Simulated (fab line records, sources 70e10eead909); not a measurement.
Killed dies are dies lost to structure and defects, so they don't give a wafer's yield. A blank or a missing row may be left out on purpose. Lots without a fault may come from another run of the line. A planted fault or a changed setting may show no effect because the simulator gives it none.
Chamber matching | flow nand_harc | NHARC_A_SGD_CUT_CMP_21 on cmp-04: 4 sister chambers
The step polishes, target thk 148.19 nm. 8 wafers are shown with their chamber, then 8 later ones without.

WAFERS WITH THEIR CHAMBER
wafer  | chamber | motor_current_A (A) | time_to_endpoint_s (s)
L080.4 | 1       | 14.9                | 51.3
L080.6 | 3       | 13.1                | 54.6
L082.1 | 1       | 14.7                | 50.8
L082.2 | 3       | 12.8                | 55.7
L085.3 | 2       | 13.9                | 51.8
L085.4 | 0       | 13.1                | 48.0
L085.5 | 2       | 13.9                | 51.7
L090.1 | 0       | 13.0                | 50.6

WAFERS WITHOUT THEIR CHAMBER
wafer  | motor_current_A (A) | time_to_endpoint_s (s)
L090.2 | 14.9                | 50.3
L090.4 | 13.8                | 52.5
L093.1 | 13.0                | 53.5
L093.2 | 14.1                | 53.4
L093.3 | 14.6                | 51.3
L097.1 | 13.6                | 56.3
L097.3 | 13.2                | 52.2
L097.6 | 13.2                | 54.9

WHICH CHAMBER EACH WENT THROUGH
wafer  | from the rows above     | in truth
L090.2 | 1                       | 1
L090.4 | 2                       | 2
L093.1 | 3                       | 3
L093.2 | 2                       | 2
L093.3 | 1                       | 1
L097.1 | can't be placed: 2 or 3 | 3
L097.3 | can't be placed: 0 or 3 | 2
L097.6 | 3                       | 3
Placed correctly: 6 of 8. Can't be placed from these rows: 2 (the true chamber is among the candidates in 1). Placed wrongly: 0.
How it was worked out, from the rows above alone: a wafer's distance from a chamber is the root of the sum, over the readings, of the square of ((its reading less the chamber's mean) divided by the reading's scatter). The wafer belongs to the nearest chamber; if the next one is less than 2 further off, it can't be placed. A chamber's mean is the mean of its shown wafers. The scatter: the root of (the sum of the squares of (reading less its chamber's mean) over the shown wafers, divided by (wafers less chambers)).
